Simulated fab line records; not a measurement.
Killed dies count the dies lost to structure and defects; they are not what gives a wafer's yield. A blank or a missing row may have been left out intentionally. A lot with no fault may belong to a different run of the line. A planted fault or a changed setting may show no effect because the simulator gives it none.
Which tool was responsible? | flow n5-finfet | Sampling: 11 lots, 31 wafers, 5 of 1938 route steps

WHAT THE GAUGES READ, wafer by wafer
The record lacks any reading of a measuring or inspecting step that a usual standard deviation could be used to judge.

TOOL THAT RAN EACH LOT (tool first, then ch and the chambers of the sampled wafers, then the start)
lot  | N5_BEOL_M5_TRENCH_ETCH_37                     | N5_BEOL_M5_ALD_86                   | N5_BEOL_M5_SPUTTER_48        | N5_BEOL_M5_SPUTTER_88        | N5_PASSIVATION_PROBE_49
L781 | rie-diel-01 ch 1,2, day 8 09:23 or earlier    | ald-metal-02 ch 0,1,3, day 8 09:23  | pvd-sputter-01, day 8 10:01  | pvd-sputter-01, day 8 13:17  | -
L784 | rie-diel-04 ch 0,1,2, day 9 11:02 or earlier  | ald-metal-04 ch 0,1,3, day 9 11:02  | pvd-sputter-02, day 9 11:38  | pvd-sputter-02, day 9 14:54  | -
L785 | rie-diel-04 ch 0,1, day 9 12:52 or earlier    | ald-metal-04 ch 0,1,3, day 9 12:52  | pvd-sputter-01, day 9 13:31  | pvd-sputter-01, day 9 16:47  | -
L788 | rie-diel-04 ch 0,2,3, day 10 09:11 or earlier | ald-metal-02 ch 1,3, day 10 09:11   | pvd-sputter-03, day 10 09:59 | pvd-sputter-03, day 10 13:14 | -
L789 | rie-diel-03 ch 0,2,3, day 10 15:07 or earlier | ald-metal-04 ch 1,3, day 10 15:07   | pvd-sputter-02, day 10 16:58 | pvd-sputter-02, day 10 20:14 | -
L791 | rie-diel-04 ch 0,1,3, day 11 11:08 or earlier | ald-metal-03 ch 0,3, day 11 11:08   | pvd-sputter-03, day 11 11:40 | pvd-sputter-03, day 11 14:56 | -
L793 | rie-diel-04 ch 0,1,3, day 11 12:52 or earlier | ald-metal-03 ch 1,2,3, day 11 12:52 | pvd-sputter-02, day 11 13:29 | pvd-sputter-02, day 11 16:45 | -
L794 | rie-diel-03 ch 0,1,3, day 11 15:35 or earlier | ald-metal-03 ch 0,3, day 11 15:35   | pvd-sputter-01, day 11 16:11 | pvd-sputter-01, day 11 19:27 | -
L792 | rie-diel-03 ch 0,1,2, day 11 16:04 or earlier | ald-metal-03 ch 0,1,3, day 11 16:04 | pvd-sputter-03, day 11 17:12 | pvd-sputter-03, day 11 20:28 | -
L796 | rie-diel-03 ch 1,2, day 12 17:26 or earlier   | ald-metal-03 ch 0,1, day 12 17:26   | pvd-sputter-03, day 12 17:56 | pvd-sputter-03, day 12 21:12 | prober-01, day 16 18:00
L799 | rie-diel-03 ch 1,2, day 12 23:03 or earlier   | ald-metal-03 ch 1,2, day 12 23:03   | pvd-sputter-03, day 12 23:35 | pvd-sputter-03, day 13 02:51 | -
- N5_BEOL_M5_TRENCH_ETCH_37: etches SiCOH lowk in C4F6/O2, target depth 71.652 nm, time 24.7 s.
- N5_BEOL_M5_ALD_86: deposits TaN, pulse time 2 s, purge time 3 s, co reactant purge time 2 s.
- N5_BEOL_M5_SPUTTER_48: material Cu, target thk 15 nm, time 27.62 s.
- N5_BEOL_M5_SPUTTER_88: material Cu, target thk 15 nm, time 27.62 s.
- N5_PASSIVATION_PROBE_49

AS READ BY THE TOOLS THEMSELVES (means over the sampled wafers that have a number; for cases with no such wafer, the mark the record gives instead)
N5_BEOL_M5_TRENCH_ETCH_37. Usual: drypump-motor-current-A 5.8 A (standard deviation 0.57); oes_f_703_au 0.79 a.u. (standard deviation 0.091); oes-product-au 0.79 a.u. (standard deviation 0.096); rf-fwd-power-W 339.6 W (standard deviation 1.8); rf-vpp-V 666 V (standard deviation 7.4); showerhead-plenum-p-Torr 2.87 Torr (standard deviation 0.1); throttle-valve-pct 20.92 % (standard deviation 0.18).
lot  | tool        | drypump-motor-current-A (A) | oes_f_703_au (a.u.) | oes-product-au (a.u.) | rf-fwd-power-W (W) | rf-vpp-V (V) | showerhead-plenum-p-Torr (Torr) | throttle-valve-pct (%) | flag
L781 | rie-diel-01 | 6.0                         | 0.78                | 0.77                  | 340.2              | 665          | 2.84                            | 21.15                  |
L784 | rie-diel-04 | 5.6                         | 0.80                | 0.80                  | 339.9              | 664          | 2.90                            | 21.03                  |
L785 | rie-diel-04 | 5.4                         | 0.87                | 0.88                  | 340.2              | 664          | 2.93                            | 20.99                  |
L788 | rie-diel-04 | 6.1                         | 0.71                | 0.71                  | 339.0              | 660          | 2.82                            | 20.98                  |
L789 | rie-diel-03 | 5.7                         | 0.77                | 0.78                  | 339.8              | 666          | 2.86                            | 20.83                  |
L791 | rie-diel-04 | 5.8                         | 0.78                | 0.77                  | 340.7              | 663          | 2.85                            | 20.94                  |
L793 | rie-diel-04 | 5.9                         | 0.77                | 0.77                  | 339.1              | 662          | 2.85                            | 20.94                  |
L794 | rie-diel-03 | 5.9                         | 0.76                | 0.77                  | 338.9              | 670          | 2.90                            | 20.80                  |
L792 | rie-diel-03 | 5.5                         | 0.72                | 0.72                  | 338.2              | 666          | 2.83                            | 20.97                  |
L796 | rie-diel-03 | 5.8                         | 0.71                | 0.70                  | 339.7              | 670          | 2.88                            | 21.06                  |
L799 | rie-diel-03 | 5.8                         | 0.71                | 0.70                  | 340.1              | 670          | 2.88                            | 21.05                  |

N5_BEOL_M5_ALD_86. Usual: heater-power-w at 419 W, with a standard deviation of 29.
lot  | tool         | heater-power-w (W) | flag
L781 | ald-metal-02 | 383                |
L784 | ald-metal-04 | 454                |
L785 | ald-metal-04 | 447                |
L788 | ald-metal-02 | 396                |
L789 | ald-metal-04 | 450                |
L791 | ald-metal-03 | 419                |
L793 | ald-metal-03 | 400                |
L794 | ald-metal-03 | 421                |
L792 | ald-metal-03 | 429                |
L796 | ald-metal-03 | 436                |
L799 | ald-metal-03 | 408                |

N5_BEOL_M5_SPUTTER_48. Usual: throttle-valve-pct at 29.9 %, with a standard deviation of 0.89.
lot  | tool           | throttle-valve-pct (%) | flag
L781 | pvd-sputter-01 | 30.0                   |
L784 | pvd-sputter-02 | 29.1                   |
L785 | pvd-sputter-01 | 30.6                   |
L788 | pvd-sputter-03 | 30.4                   |
L789 | pvd-sputter-02 | 28.8                   |
L791 | pvd-sputter-03 | 30.2                   |
L793 | pvd-sputter-02 | 29.0                   |
L794 | pvd-sputter-01 | 30.6                   |
L792 | pvd-sputter-03 | 30.2                   |
L796 | pvd-sputter-03 | 30.4                   |
L799 | pvd-sputter-03 | 30.2                   |

N5_BEOL_M5_SPUTTER_88. Usual: throttle-valve-pct at 29.9 %, with a standard deviation of 0.85.
lot  | tool           | throttle-valve-pct (%) | flag
L781 | pvd-sputter-01 | 29.8                   |
L784 | pvd-sputter-02 | 29.3                   |
L785 | pvd-sputter-01 | 30.4                   |
L788 | pvd-sputter-03 | 30.3                   |
L789 | pvd-sputter-02 | 29.2                   |
L791 | pvd-sputter-03 | 30.1                   |
L793 | pvd-sputter-02 | 28.8                   |
L794 | pvd-sputter-01 | 30.6                   |
L792 | pvd-sputter-03 | 30.4                   |
L796 | pvd-sputter-03 | 30.5                   |
L799 | pvd-sputter-03 | 30.2                   |

N5_PASSIVATION_PROBE_49. Usual: defect-limited-yield 91.7 %, standard deviation 1.5; killed_at_M0_to_M3 30, standard deviation 8.6; killed_at_M4_up 12, standard deviation 4.5; killed-at-contacts 13, standard deviation 5.8; killed-at-front-end 38, standard deviation 11; killed-at-other 4, standard deviation 3; killed-dies 97, standard deviation 17; killed-open 63, standard deviation 12; killed-short 32, standard deviation 8.8; sort_bin_5_function 4.8 %, standard deviation 0.91; sort_bin_6_memory 3.1 %, standard deviation 0.68; sort-n-pass 1083, standard deviation 17; sort-yield-pct 91.7 %, standard deviation 1.5.
lot  | tool      | defect-limited-yield (%) | killed_at_M0_to_M3 | killed_at_M4_up | killed-at-contacts | killed-at-front-end | killed-at-other | killed-dies | killed-open | killed-short | sort_bin_5_function (%) | sort_bin_6_memory (%) | sort-n-pass | sort-yield-pct (%) | flag
L796 | prober-01 | 91.5                     | 43                 | 10              | 8                  | 30                  | 9               | 100         | 70          | 28           | 5.3                     | 3.1                   | 1080        | 91.5               |

THE ANSWER, worked out from the rows above alone
Rule: a lot is off if the mean of its wafers that have a number lies more than 3 standard deviations from the usual mean. A lot without any number at a reading at which 4 lots or more have one is off too. Where the step has rows for the other lots, those lots are counted as sound. The gauges are gone through in route order, then the tools' own readings, and for those a lot's mean is taken as printed above. The first step at which some lot is off is used, and at that step the reading that is off furthest; a lot without a number counts as furthest.
No lot is off at any reading shown: from this, nothing can be told.

WHAT WAS PUT IN BY THE SIMULATOR
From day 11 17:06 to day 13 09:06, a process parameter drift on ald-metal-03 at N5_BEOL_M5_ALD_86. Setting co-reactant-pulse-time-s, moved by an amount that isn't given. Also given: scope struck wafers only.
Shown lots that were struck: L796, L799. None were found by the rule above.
